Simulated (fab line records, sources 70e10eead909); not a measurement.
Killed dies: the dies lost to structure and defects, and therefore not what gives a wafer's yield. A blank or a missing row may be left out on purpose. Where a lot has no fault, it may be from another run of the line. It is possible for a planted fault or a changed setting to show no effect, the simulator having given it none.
fab line records	flow nand-harc
record lots=6	wafers=18	last-day=33
route steps=1302 shown P_M0@264 END@1302
lots with no fault: from the same line, run without faults
start-h: hours from the record's opening day to when the first of the lot's shown wafers began	wait-h: how many hours have passed since the lot's step before this one	" the same as in the row above	L1.1+2: one row covering several wafers at once	- no value, or no start was given	* or withheld: withheld	< > ~ a bound
route shown NAME@n: a module of which the file shows steps, and the number in the route of the first	usual: average and standard deviation across the fault-free wafers	same: alike in all rows	chamber/n: place in a boat	sites: per-site readings	_std_site: how widely they spread, as a standard deviation	_edge_site: mean of outer sites minus mean of inner sites	radius-mm: how far each site lies from the wafer's centre	mask NAME#n: copy n	behind: the tool/chamber that last shaped the wafer	hold: why the lot was held/for how many hours/how that ended	device: transistor that didn't switch, given as n, p or np	end of line: tests of these same wafers at the route's end	for a step that has no rows: nothing shown but its recipe	killed: the dies lost at the first sort to structure and to defects; this is not the yield of the wafer	map: shows each die of a wafer: x if killed, . if not, _ if none is there
set.NAME: the setting that was run; set.NAME@STEP: the one run at that earlier step	model.NAME: the simulator's own value behind a step, which no gauge read
certain route steps with their lots: each step a table, each wafer a row
services: the hour from which a tool's chamber was out of use, counted from the record's first day as start-h (under 0 if before that day), plus the number of hours and why
## steps
# step NHARC_P_M0_OVL_MEAS_10
# recipe pitch-nm=180
# usual overlay-x-nm=-0.1/0.64	overlay-y-nm=0.0/0.97
lot.wafer	tool	chamber	start-h	wait-h	overlay-x-nm	overlay-y-nm
L250.2	overlay-02	-	184.29	-	-0.7	0.8
L250.4	"	-	"	"	-1.1	0.7
L250.5	"	-	"	"	-1.2	1.0
L251.3	overlay-01	-	190.12	-	0.5	-0.2
L251.4	"	-	"	"	0.8	-0.1
L251.6	"	-	"	"	0.5	0.1
L255.2	overlay-02	-	232.12	-	0.7	-1.1
L255.3	"	-	"	"	0.6	-0.3
L255.5	"	-	"	"	0.1	-0.4
L256.2	overlay-01	-	239.88	-	0.2	-1.2
L256.4	"	-	"	"	-0.4	-0.8
L256.5	"	-	"	"	0.4	-0.8
L263.2	overlay-01	-	314.57	-	1.0	-0.5
L263.3	"	-	"	"	0.4	0.2
L263.6	"	-	"	"	0.7	-0.5
L265.1	overlay-02	-	330.09	-	0.3	1.1
L265.4	"	-	"	"	0.3	0.4
L265.5	"	-	"	"	0.6	0.5
# step NHARC_P_M0_INSPECT_11
# usual raw-defect-count=4.4/2.8
lot.wafer	tool	chamber	start-h	wait-h	raw-defect-count
L250.2	defect-inspect-02	-	184.33	0.0	7
L250.4	"	-	"	"	2
L250.5	"	-	"	"	7
L251.3	defect-inspect-02	-	190.15	0.0	3
L251.4	"	-	"	"	3
L251.6	"	-	"	"	3
L255.2	defect-inspect-02	-	232.15	0.0	11
L255.3	"	-	"	"	13
L255.5	"	-	"	"	6
L256.2	defect-inspect-02	-	239.92	0.0	3
L256.4	"	-	"	"	5
L256.5	"	-	"	"	0
L263.2	defect-inspect-01	-	314.61	0.0	6
L263.3	"	-	"	"	6
L263.6	"	-	"	"	6
L265.1	defect-inspect-02	-	330.12	0.0	6
L265.4	"	-	"	"	4
L265.5	"	-	"	"	5
# step NHARC_P_M0_DESCUM_14
# recipe time-s=3	o2-flow-sccm=200	ar-flow-sccm=0	bias-power-w=0	chemistry=O2
# usual drypump-motor-current-A=5.7/0.53	oes-product-au=0.999/0.011	rf-vpp-V=57.7/0.92	showerhead-plenum-p-Torr=1.93/0.088	throttle-valve-pct=11.312/0.01
# same bias-power-w=0
lot.wafer	tool	chamber	start-h	wait-h	drypump-motor-current-A	oes-product-au	rf-hours-counter-h	rf-vpp-V	showerhead-plenum-p-Torr	throttle-valve-pct
L250.2	rie-diel-06	3	184.40	0.1	5.3	1.007	10	57.0	1.94	11.321
L250.4	"	0	"	"	6.4	1.002	9	57.2	2.02	11.300
L250.5	"	2	"	"	6.3	1.010	-	59.6	1.98	11.293
L251.4	rie-diel-06	2	190.22	0.1	6.3	1.026	10	58.3	1.98	11.313
L251.3	"	0	"	"	6.4	0.990	9	57.7	2.02	11.313
L251.6	"	2	"	"	6.3	1.018	-	57.6	1.98	11.291
L255.2	rie-diel-07	2	232.22	0.1	5.7	1.011	36	55.4	1.80	11.305
L255.3	"	3	"	"	6.1	0.980	36	58.3	1.99	11.325
L255.5	"	1	"	"	5.8	1.022	-	58.6	1.76	11.312
L256.4	rie-diel-06	0	239.98	0.1	6.4	0.989	20	58.2	2.02	11.330
L256.2	"	3	"	"	5.3	1.009	21	58.1	1.93	11.311
L256.5	"	0	"	"	6.4	0.986	-	58.2	2.02	11.307
L263.2	rie-diel-05	2	314.68	0.1	6.2	1.000	26	59.4	2.07	11.309
L263.3	"	0	"	"	4.7	0.989	28	58.6	1.97	11.303
L263.6	"	2	"	"	6.2	1.002	-	58.4	2.07	11.318
L265.1	rie-diel-06	0	330.19	0.1	6.4	1.005	2	58.1	2.01	11.311
L265.4	"	1	"	"	5.1	0.999	3	56.8	1.88	11.313
L265.5	"	0	"	"	6.4	1.000	-	59.1	2.01	11.309
# step NHARC_P_M0_ETCH_34
# recipe target-depth-a=400	overetch-a=120	time-s=43.94	ion-energy-ev=200	n2-flow-sccm=150	h2-flow-sccm=150	ar-flow-sccm=0	rf-w=400	bias-w=150	chemistry=N2/H2
# usual bias-w=150.0/0.44	drypump-motor-current-A=5.7/0.53	oes-product-au=0.999/0.0096	rf-vpp-V=431.3/2.8	showerhead-plenum-p-Torr=2.07/0.091	throttle-valve-pct=14.172/0.0089
lot.wafer	tool	chamber	start-h	wait-h	bias-w	drypump-motor-current-A	oes-product-au	rf-hours-counter-h	rf-vpp-V	showerhead-plenum-p-Torr	throttle-valve-pct
L250.2	rie-diel-06	2	184.47	0.1	149.5	6.2	1.013	10	433.3	2.12	14.170
L250.4	"	0	"	"	149.4	6.4	0.998	9	434.3	2.16	14.190
L250.5	"	2	"	"	149.4	6.3	1.018	-	433.0	2.11	14.167
L251.4	rie-diel-06	2	190.31	0.1	149.4	6.3	1.006	10	433.4	2.11	14.172
L251.3	"	3	"	"	150.0	5.4	1.012	10	431.8	2.07	14.180
L251.6	"	0	"	"	150.2	6.4	0.984	-	433.1	2.16	14.173
L255.2	rie-diel-07	0	232.31	0.1	150.6	5.9	0.991	27	433.4	2.15	14.180
L255.3	"	1	"	"	149.9	5.8	1.004	37	426.2	1.87	14.166
L255.5	"	3	"	"	150.6	6.1	0.989	-	432.4	2.12	14.177
L256.2	rie-diel-06	3	240.13	0.1	150.7	5.3	0.995	21	431.1	2.06	14.164
L256.4	"	2	"	"	150.3	6.3	1.005	20	434.4	2.11	14.175
L256.5	"	3	"	"	150.4	5.3	0.997	-	430.6	2.06	14.178
L263.3	rie-diel-05	2	314.76	0.1	150.8	6.2	1.000	26	434.8	2.21	14.169
L263.2	"	0	"	"	149.8	4.7	0.980	28	432.9	2.10	14.167
L263.6	"	2	"	"	150.4	6.2	1.002	-	436.0	2.21	14.184
L265.1	rie-diel-06	3	330.27	0.1	150.0	5.3	0.991	2	431.4	2.06	14.192
L265.4	"	2	"	"	150.4	6.3	1.007	3	432.5	2.11	14.186
L265.5	"	0	"	"	150.4	6.4	0.994	-	433.8	2.15	14.164
# step NHARC_P_M0_ETCH_15
# recipe target-depth-a=1500	overetch-a=150	time-s=82.5	c4f8-flow-sccm=withheld	ar-flow-sccm=400	rf-w=600	bias-w=300	chemistry=C4F8/Ar
# usual bias-w=300.0/0.98	oes-product-au=0.952/0.023	rf-vpp-V=441.3/2.8
lot.wafer	tool	chamber	start-h	wait-h	bias-w	oes-product-au	rf-hours-counter-h	rf-vpp-V
L250.4	rie-diel-06	3	-	-	298.6	0.972	10	442.5
L250.2	"	0	"	"	299.1	0.958	9	445.0
L250.5	"	2	"	"	299.9	0.969	-	440.2
L251.3	rie-diel-06	2	-	-	300.3	0.941	10	443.2
L251.4	"	3	"	"	299.7	0.927	10	441.3
L251.6	"	0	"	"	299.9	0.912	-	444.9
L255.3	rie-diel-07	2	-	-	301.0	0.963	36	436.8
L255.2	"	1	"	"	302.0	0.985	37	435.9
L255.5	"	3	"	"	300.5	0.973	-	442.4
L256.4	rie-diel-06	2	-	-	298.3	0.935	20	443.1
L256.2	"	3	"	"	299.2	0.920	21	442.2
L256.5	"	2	"	"	298.9	0.939	-	444.4
L263.2	rie-diel-05	0	-	-	298.4	0.913	28	442.1
L263.3	"	1	"	"	298.4	0.926	26	436.9
L263.6	"	0	"	"	299.8	0.914	-	442.8
L265.4	rie-diel-06	3	-	-	298.5	0.968	2	442.1
L265.1	"	0	"	"	301.7	0.954	2	443.1
L265.5	"	2	"	"	300.4	1.003	-	443.3
# step NHARC_P_M0_CD_MEAS_16
# usual cd-nm=90.3/0.82
lot.wafer	tool	chamber	start-h	wait-h	cd-nm
L250.2	cd-sem-02	-	184.69	-	91.3
L250.4	"	-	"	"	91.2
L250.5	"	-	"	"	89.2
L251.3	cd-sem-03	-	190.51	-	90.0
L251.4	"	-	"	"	89.9
L251.6	"	-	"	"	90.5
L255.2	cd-sem-03	-	232.52	-	89.1
L255.3	"	-	"	"	90.1
L255.5	"	-	"	"	89.3
L256.2	cd-sem-03	-	240.35	-	91.2
L256.4	"	-	"	"	90.3
L256.5	"	-	"	"	91.1
L263.2	cd-sem-03	-	314.97	-	89.7
L263.3	"	-	"	"	89.8
L263.6	"	-	"	"	89.9
L265.1	cd-sem-01	-	330.48	-	91.1
L265.4	"	-	"	"	90.6
L265.5	"	-	"	"	92.1
# step NHARC_P_M0_STRIP_18
# recipe power-w=1000	n2-flow-sccm=150	h2-flow-sccm=150	ar-flow-sccm=0	bias-w=0	chemistry=N2/H2
# step NHARC_P_M0_STRIP_19
# recipe time-s=600	temp-c=30	chemistry=post-etch-residue-remover
# step NHARC_P_M0_DEGAS_28
# recipe temp-c=250	time-s=60
# step NHARC_P_M0_PRE_CLEAN_29
# recipe time-s=30	temp-c=280	gas=H2/He
# step NHARC_P_M0_PVD_20
# recipe target-thk-a=50	bias-v=168.6	power-w=15000	chamber-pressure-pa=0.12	time-s=8.06	substrate-temp-c=50	material=TaN
# step NHARC_P_M0_PVD_21
# recipe target-thk-a=300	chamber-pressure-pa=5	power-w=5000	substrate-temp-c=30	time-s=20.49	material=Cu
# usual chamber-pressure-pa=5.000/0.01	throttle-valve-pct=29.8/1.3
lot.wafer	tool	chamber	start-h	wait-h	chamber-pressure-pa	throttle-valve-pct
L250.2	pvd-sputter-02	-	-	-	4.999	30.3
L250.4	"	-	"	"	5.001	28.0
L250.5	"	-	"	"	4.976	30.5
L251.3	pvd-sputter-01	-	-	-	4.994	29.7
L251.4	"	-	"	"	5.003	29.3
L251.6	"	-	"	"	5.001	29.1
L255.2	pvd-sputter-02	-	-	-	4.995	30.2
L255.3	"	-	"	"	4.999	28.1
L255.5	"	-	"	"	4.996	30.5
L256.4	pvd-sputter-03	-	-	-	4.990	29.8
L256.2	"	-	"	"	4.986	29.3
L256.5	"	-	"	"	4.993	32.9
L263.2	pvd-sputter-02	-	-	-	5.017	28.5
L263.3	"	-	"	"	4.999	30.4
L263.6	"	-	"	"	5.000	31.6
L265.1	pvd-sputter-03	-	-	-	4.984	29.8
L265.4	"	-	"	"	5.000	28.4
L265.5	"	-	"	"	4.993	30.0
# step NHARC_P_M0_ECD_22
# recipe target-thk-a=4000	bath-temp-c=25	material=Cu
# usual bath-temp-c=25.00/0.099
lot.wafer	tool	chamber	start-h	wait-h	bath-temp-c
L250.2	ecd-cu-01	0	185.75	-	25.05
L250.4	"	1	"	"	25.12
L250.5	"	0	"	"	25.13
L251.3	ecd-cu-02	1	191.58	-	24.94
L251.4	"	0	"	"	25.08
L251.6	"	0	"	"	24.85
L255.2	ecd-cu-02	0	233.67	-	24.98
L255.3	"	0	"	"	24.98
L255.5	"	0	"	"	25.03
L256.2	ecd-cu-02	0	241.41	-	24.86
L256.4	"	0	"	"	25.06
L256.5	"	0	"	"	24.87
L263.2	ecd-cu-02	0	316.00	-	24.86
L263.3	"	0	"	"	25.09
L263.6	"	0	"	"	24.78
L265.1	ecd-cu-01	0	331.55	-	24.98
L265.4	"	1	"	"	24.96
L265.5	"	0	"	"	24.90
# step NHARC_P_M0_ANNEAL_30
# recipe temp-c=225	time-s=90
# usual wafer_temp_C_max=226.3/0.3
lot.wafer	tool	chamber	start-h	wait-h	wafer_temp_C_max
L250.2	rtp-anneal-02	0	186.14	0.3	226.8
L250.4	"	0	"	"	226.3
L250.5	"	0	"	"	226.4
L251.3	rtp-anneal-02	0	191.97	-	226.1
L251.4	"	0	"	"	225.6
L251.6	"	0	"	"	226.3
L255.2	rtp-anneal-02	0	234.06	0.3	226.3
L255.3	"	0	"	"	226.5
L255.5	"	0	"	"	226.2
L256.2	rtp-anneal-02	0	241.80	0.3	226.5
L256.4	"	0	"	"	226.5
L256.5	"	0	"	"	226.0
L263.2	rtp-anneal-01	0	316.37	-	226.0
L263.3	"	0	"	"	226.4
L263.6	"	0	"	"	226.2
L265.1	rtp-anneal-01	0	331.95	0.3	226.1
L265.4	"	0	"	"	226.0
L265.5	"	0	"	"	226.4
# step NHARC_P_M0_CMP_23
# recipe t-overpolish-s=20	target-thk-nm=117.54
# usual motor-current-A=11.9/1.5	time-to-endpoint-s=28.8/2.9
lot.wafer	tool	chamber	start-h	wait-h	motor-current-A	time-to-endpoint-s
L250.2	cmp-03	1	186.46	-	12.2	28.4
L250.4	"	3	"	"	10.4	27.8
L250.5	"	0	"	"	11.4	31.3
L251.4	cmp-03	1	192.24	-	12.0	25.1
L251.3	"	3	"	"	9.9	23.5
L251.6	"	1	"	"	11.8	27.7
L255.3	cmp-01	1	234.35	-	13.8	30.1
L255.2	"	0	"	"	14.7	28.3
L255.5	"	2	"	"	11.9	18.8
L256.4	cmp-01	0	242.12	-	14.7	18.8
L256.2	"	1	"	"	14.1	30.1
L256.5	"	0	"	"	14.6	19.5
L263.3	cmp-01	2	316.66	-	11.9	27.3
L263.2	"	3	"	"	11.4	31.8
L263.6	"	3	"	"	11.3	33.8
L265.4	cmp-03	3	332.30	-	10.1	28.2
L265.1	"	0	"	"	11.9	31.1
L265.5	"	3	"	"	10.2	29.2
# step NHARC_P_M0_THK_MEAS_24
# recipe thk-meas-gauge=xrf
# usual thk-nm=117.2/1.5
lot.wafer	tool	chamber	start-h	wait-h	thk-nm
L250.2	film-metro-01	-	186.74	-	118.1
L250.4	"	-	"	"	118.1
L250.5	"	-	"	"	117.7
L251.3	film-metro-01	-	192.53	-	116.3
L251.4	"	-	"	"	116.1
L251.6	"	-	"	"	117.1
L255.2	film-metro-01	-	234.66	-	118.1
L255.3	"	-	"	"	118.0
L255.5	"	-	"	"	115.8
L256.2	film-metro-02	-	242.41	-	118.4
L256.4	"	-	"	"	119.0
L256.5	"	-	"	"	118.4
L263.2	film-metro-02	-	316.98	-	116.8
L263.3	"	-	"	"	115.3
L263.6	"	-	"	"	120.0
L265.1	film-metro-02	-	332.62	-	117.1
L265.4	"	-	"	"	116.4
L265.5	"	-	"	"	114.9
# step NHARC_END_SORT_01
# recipe temp-c=25
# usual defect-limited-yield=90/3.1	killed-at-array=62/20	killed-at-other=0.8/1.1	killed-at-periphery=3.5/2.4	killed-dies=66/21	killed-open=3.5/1.9	killed-short=2.5/1.7
# same gross-dies=677
lot.wafer	tool	chamber	start-h	wait-h	defect-limited-yield[%]	killed-at-array	killed-at-other	killed-at-periphery	killed-dies	killed-open	killed-short
L251.3	prober-02	0	635.66	3.1	90	69	0	1	70	5	3
L251.4	prober-02	0	636.46	3.4	86	94	0	3	97	4	3
L251.6	prober-02	0	638.07	4.0	87	89	0	2	91	4	2
L250.2	prober-01	0	644.48	2.8	87	86	1	4	91	2	2
L250.4	prober-01	0	646.07	3.4	88	75	3	3	81	3	1
L250.5	prober-01	0	646.86	3.7	90	63	1	5	69	4	3
L255.2	prober-02	0	697.43	2.8	88	73	1	9	83	4	3
L255.3	prober-02	0	698.20	3.0	87	76	1	10	87	5	2
L255.5	prober-02	0	699.75	3.6	88	78	1	5	84	2	6
L265.1	prober-01	0	771.89	2.5	91	56	0	2	58	3	0
L265.4	prober-01	0	774.29	3.4	90	65	3	2	70	10	1
L265.5	prober-01	0	775.09	3.7	91	59	0	3	62	1	0
# killed by level:class
L251.3 A_CHANNEL_HOLE_D1:chamber-film-flake=23 A_SLIT:chamber-film-flake=18 A_CONTACT:chamber-film-flake=6 A_CHANNEL_HOLE_D2:chamber-film-flake=6 A_STAIRCASE:chamber-film-flake=4 A_CHANNEL_FILL_D2:chamber-film-flake=2 P_M2:geometric-particle:open=1 A_ONON_D1:geometric-particle:open=1
L251.4 A_CHANNEL_HOLE_D1:chamber-film-flake=36 A_SLIT:chamber-film-flake=28 A_CHANNEL_HOLE_D2:chamber-film-flake=12 A_STAIRCASE:chamber-film-flake=5 A_CONTACT:chamber-film-flake=3 A_CHANNEL_FILL_D2:chamber-film-flake=2 P_M0:geometric-particle:open=1 A_SOURCE_PLATE:geometric-particle:open=1
L251.6 A_SLIT:chamber-film-flake=35 A_CHANNEL_HOLE_D1:chamber-film-flake=29 A_CHANNEL_HOLE_D2:chamber-film-flake=11 A_STAIRCASE:chamber-film-flake=3 A_CONTACT:chamber-film-flake=3 A_ONON_D1:geometric-particle:open=1 A_CHANNEL_FILL_D1:geometric-particle:open=1 A_CHANNEL_FILL_D2:geometric-particle:open=1
L250.2 A_SLIT:chamber-film-flake=33 A_CHANNEL_HOLE_D2:chamber-film-flake=32 A_CHANNEL_HOLE_D1:chamber-film-flake=5 A_CONTACT:chamber-film-flake=5 A_STAIRCASE:chamber-film-flake=3 P_ZERO_WELL:chamber-film-flake=2 P_GATE:chamber-film-flake=2 A_ZERO_WELL:chamber-film-flake=2
L250.4 A_CHANNEL_HOLE_D2:chamber-film-flake=29 A_SLIT:chamber-film-flake=24 A_CHANNEL_HOLE_D1:chamber-film-flake=8 A_STAIRCASE:chamber-film-flake=5 A_ZERO_WELL:chamber-film-flake=4 THIN_TSV:chamber-film-flake=3 P_GATE:geometric-particle:open=1 A_CHANNEL_FILL_D1:geometric-particle:open=1
L250.5 A_SLIT:chamber-film-flake=25 A_CHANNEL_HOLE_D2:chamber-film-flake=16 A_CONTACT:chamber-film-flake=5 P_GATE:chamber-film-flake=3 A_CHANNEL_HOLE_D1:chamber-film-flake=3 A_WL_FILL:chamber-film-flake=3 A_ZERO_WELL:chamber-film-flake=2 A_CHANNEL_FILL_D1:chamber-film-flake=2
L255.2 A_SLIT:chamber-film-flake=32 A_CHANNEL_HOLE_D1:chamber-film-flake=30 P_CONTACT:chamber-film-flake=5 A_CONTACT:chamber-film-flake=3 P_GATE:chamber-film-flake=2 P_M1:geometric-particle:open=1 A_DECK1_JOINT:geometric-particle:short=1 A_ONON_D2:geometric-particle:open=1
L255.3 A_CHANNEL_HOLE_D1:chamber-film-flake=33 A_SLIT:chamber-film-flake=32 P_CONTACT:chamber-film-flake=4 P_ZERO_WELL:chamber-film-flake=2 P_GATE:chamber-film-flake=2 A_CHANNEL_FILL_D1:chamber-film-flake=2 A_CONTACT:chamber-film-flake=2 P_CONTACT:geometric-particle:open=1
L255.5 A_CHANNEL_HOLE_D1:chamber-film-flake=34 A_SLIT:chamber-film-flake=32 A_CONTACT:chamber-film-flake=3 A_SOURCE_PLATE:geometric-particle:short=2 A_WL_FILL:geometric-particle:short=2 P_ZERO_WELL:chamber-film-flake=2 P_CONTACT:chamber-film-flake=2 A_ONON_D1:geometric-particle:open=1
L265.1 A_CHANNEL_HOLE_D2:chamber-film-flake=28 A_CHANNEL_HOLE_D1:chamber-film-flake=9 A_SLIT:chamber-film-flake=5 A_STAIRCASE:chamber-film-flake=3 A_BONDPAD:chamber-film-flake=3 A_DECK1_JOINT:chamber-film-flake=2 A_CONTACT:chamber-film-flake=2 A_CHANNEL_FILL_D1:geometric-particle:open=1
L265.4 A_CHANNEL_HOLE_D2:chamber-film-flake=24 A_CHANNEL_HOLE_D1:chamber-film-flake=14 A_SLIT:chamber-film-flake=8 A_BONDPAD:chamber-film-flake=4 A_STAIRCASE:chamber-film-flake=3 A_CHANNEL_FILL_D2:geometric-particle:open=2 THIN_TSV:chamber-film-flake=2 P_CONTACT:geometric-particle:open=1
L265.5 A_CHANNEL_HOLE_D2:chamber-film-flake=28 A_CHANNEL_HOLE_D1:chamber-film-flake=17 A_SLIT:chamber-film-flake=5 A_CONTACT:chamber-film-flake=4 P_M2:chamber-film-flake=2 A_BONDPAD:chamber-film-flake=2 A_CHANNEL_FILL_D1:geometric-particle:open=1 P_GATE:chamber-film-flake=1
## services
tool	chamber	start-h	hours	kind
cmp-03	-	171.03	4.0	pm
cmp-01	-	185.50	4.0	pm
cmp-03	-	193.72	1.9	repair
cmp-01	-	194.18	1.8	repair
rie-diel-05	1	204.70	8.6	repair
rie-diel-06	2	209.54	1.8	repair
cmp-01	-	213.92	0.7	repair
cmp-01	-	220.29	6.0	repair
cmp-03	-	229.26	1.9	repair
rie-diel-05	-	229.75	9.0	pm
cmp-03	-	236.80	1.1	repair
ecd-cu-02	-	244.00	8.0	pm
cmp-01	-	264.67	1.0	repair
cmp-01	-	266.76	1.3	repair
cmp-03	-	269.03	4.0	pm
rie-diel-06	2	271.90	1.6	repair
rie-diel-05	0	276.49	2.7	repair
cmp-01	-	281.07	2.4	repair
pvd-sputter-02	-	282.03	10.0	pm
cmp-01	-	283.50	4.0	pm
cmp-03	-	284.16	4.6	repair
rie-diel-07	-	294.20	9.0	pm
rie-diel-06	-	307.24	9.0	pm
cmp-01	-	321.71	0.8	repair
## key
first-sign step=NHARC_P_M0_CMP_23	reading=time-to-endpoint-s	direction=down	sigmas=3.3	usual=*	struck=*
effect none on later readings
met-at NHARC_P_M0_ECD_22
struck-wafers L255.5,L256.4,L256.5
onset-between 191.58 233.67
fault kind=process-parameter-drift	tool=ecd-cu-02	chamber=-	onset-h=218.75	steps=NHARC_P_M0_ECD_22	channel=target-thk-a	offset=*	shape=step	end-h=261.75	scope=struck-wafers-only	acts-in=*	stated=*
